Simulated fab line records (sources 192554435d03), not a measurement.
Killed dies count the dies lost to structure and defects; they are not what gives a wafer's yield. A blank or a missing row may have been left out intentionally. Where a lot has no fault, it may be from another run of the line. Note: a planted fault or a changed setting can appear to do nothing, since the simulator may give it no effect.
Split-lot trial -- flow n5_finfet -- 21 wafers read across 7 lots, on a route 1938 steps long

## ON THE SPLIT
At N5_BEOL_M6_TRENCH_ETCH_37 (etches SiCOH lowk in C4F6/O2, target depth 94.435 nm, time 31.5 s), the setting source_w was moved away from the recipe's 345 W on 9 of the 21 wafers read, by -15.5% to +15.4%. All remaining wafers had this setting at the recipe value.

## FROM THE SPLIT TO THE READING: what the file shows between them, 2 steps
- N5_BEOL_M6_ETCH_41: etches SiCN in CH3F/O2, target depth 29.7 nm, time 52 s
- N5_BEOL_M6_STRIP_80: strips in N2/H2, time 10 s

## THE READING
trench_depth_nm, in nm, at N5_BEOL_M6_OCD_MEAS_38. On this fab line, fault-free wafers typically give 94.0 nm with a standard deviation of 2.3 nm.

wafer,"tool, chamber at the split","source_w as run, W",against the recipe,"trench_depth_nm, nm",against lot-mates on the recipe
L075.1,"rie_diel-05, 1",376.5,+9.1%,99.7,+4.5
L075.3,"rie_diel-05, 3",345,recipe,95.2,-
L075.6,"rie_diel-05, 1",376.5,+9.1%,99.2,+4.0
L077.3,"rie_diel-05, 0",367,+6.4%,98.3,+3.1
L077.4,"rie_diel-05, 3",345,recipe,94.7,-
L077.6,"rie_diel-05, 0",345,recipe,95.6,-
L082.4,"rie_diel-01, 3",345,recipe,94.0,-
L082.5,"rie_diel-01, 1",365.8,+6.0%,93.3,-0.7
L082.6,"rie_diel-01, 2",365.8,+6.0%,95.4,+1.4
L089.2,"rie_diel-05, 2",345,recipe,88.9,-
L089.4,"rie_diel-05, 1",345,recipe,95.8,-
L089.6,"rie_diel-05, 2",345,recipe,88.7,-
L092.2,"rie_diel-01, 3",311,-9.9%,89.2,-5.3
L092.3,"rie_diel-01, 2",345,recipe,94.5,-
L092.4,"rie_diel-01, 0",311,-9.9%,88.9,-5.6
L096.2,"rie_diel-01, 1",345,recipe,98.0,-
L096.5,"rie_diel-01, 2",291.4,-15.5%,86.6,-9.2
L096.6,"rie_diel-01, 3",345,recipe,93.5,-
L097.2,"rie_diel-04, 3",398.1,+15.4%,102.8,+10.4
L097.3,"rie_diel-04, 0",345,recipe,91.0,-
L097.6,"rie_diel-04, 1",345,recipe,93.8,-

THE FIT
A straight line over all 21 wafers: trench_depth_nm changes by +0.508 nm for each +1% of source_w; r = +0.83; the points scatter about the line by 2.4 nm.
The same after taking each lot's own level away (the mean of its wafers on the recipe; 21 wafers): +0.542 nm for each +1%; r = +0.89; scatter 1.9 nm.
That fit puts the effect of the largest move of source_w on the reading at 8.4 nm.
The lots' own levels span 91.13 to 95.75 nm, that is 2.0 times the standard deviation above.
So the lot-to-lot level changes the slope little: the two slopes agree.
Check: with one of the wafers moved furthest among these (-15.5%) left out of the fit, the line predicts -8.53 nm for it against its lot-mates. It came out at -9.15 nm against them.

## OTHER SPLITS APPLIED TO THESE WAFERS
Before the reading, these wafers also passed through other splits. Each is held against what the fit with the lots' levels taken away leaves over:
other split on the same wafers,wafers away from the commonest value,r with trench_depth_nm (lot level and that fit taken away)
N5_BEOL_M4_COAT_73 spin_rpm,6,+0.05
N5_BEOL_M5_TRENCH_ETCH_37 bias_w,9,+0.19
N5_BEOL_M5_ETCH_41 source_w,4,-0.10

## THE WHOLE CHAIN: every reading that the file lists as answering this split, in the file's order
step,what it does,reading,change (the file's fit),r (the file's)
N5_BEOL_M6_TRENCH_ETCH_37,"etches SiCOH lowk in C4F6/O2, target depth 94.435 nm, time 31.5 s","BEOL_M6.feature_depth_nm (the simulator's own value, which no gauge read)",+0.551 nm for each +1% of the setting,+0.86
N5_BEOL_M6_TRENCH_ETCH_37,"etches SiCOH lowk in C4F6/O2, target depth 94.435 nm, time 31.5 s","etch.depth_nm (the simulator's own value, which no gauge read)",+0.55 nm for each +1% of the setting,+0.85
N5_BEOL_M6_OCD_MEAS_38,,trench_depth_nm,+0.568 nm for each +1% of the setting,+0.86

## THE FILE'S OWN FIT
trench_depth_nm changes by +0.568 nm for each +1% of source_w, r = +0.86.
